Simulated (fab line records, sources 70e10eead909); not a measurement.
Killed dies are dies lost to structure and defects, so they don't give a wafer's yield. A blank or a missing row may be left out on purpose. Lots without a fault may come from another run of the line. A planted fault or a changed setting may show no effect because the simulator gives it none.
Chamber matching | flow nand_harc | NHARC_P_GATE_STRIP_108 on rie_diel-05: 4 sister chambers
The step strips in O2. 7 wafers are shown with their chamber, then 7 later ones without.

WAFERS WITH THEIR CHAMBER
wafer  | chamber | showerhead_plenum_p_Torr (Torr) | drypump_motor_current_A (A)
L076.4 | 3       | 3.28                            | 5.41
L083.5 | 1       | 3.51                            | 5.44
L083.6 | 2       | 3.74                            | 5.75
L089.2 | 1       | 3.50                            | 5.45
L089.6 | 0       | 3.38                            | 5.65
L090.1 | 2       | 3.73                            | 5.73
L090.3 | 0       | 3.38                            | 5.66

WAFERS WITHOUT THEIR CHAMBER
wafer  | showerhead_plenum_p_Torr (Torr) | drypump_motor_current_A (A)
L090.5 | 3.50                            | 5.43
L091.2 | 3.73                            | 5.73
L091.3 | 3.50                            | 5.43
L091.4 | 3.38                            | 5.61
L093.1 | 3.38                            | 5.63
L093.5 | 3.38                            | 5.61
L093.6 | 3.80                            | 5.41

WHICH CHAMBER EACH WENT THROUGH
wafer  | from the rows above | in truth
L090.5 | 1                   | 1
L091.2 | 2                   | 2
L091.3 | 1                   | 1
L091.4 | 0                   | 0
L093.1 | 0                   | 0
L093.5 | 0                   | 0
L093.6 | 2                   | 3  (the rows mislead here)
Placed correctly: 6 of 7. Can't be placed from these rows: 0. Placed wrongly: 1.
How it was worked out, from the rows above alone: a wafer's distance from a chamber is the root of the sum, over the readings, of the square of ((its reading less the chamber's mean) divided by the reading's scatter). The wafer belongs to the nearest chamber; if the next one is less than 2 further off, it can't be placed. A chamber's mean is the mean of its shown wafers. The scatter: the root of (the sum of the squares of (reading less its chamber's mean) over the shown wafers, divided by (wafers less chambers)).
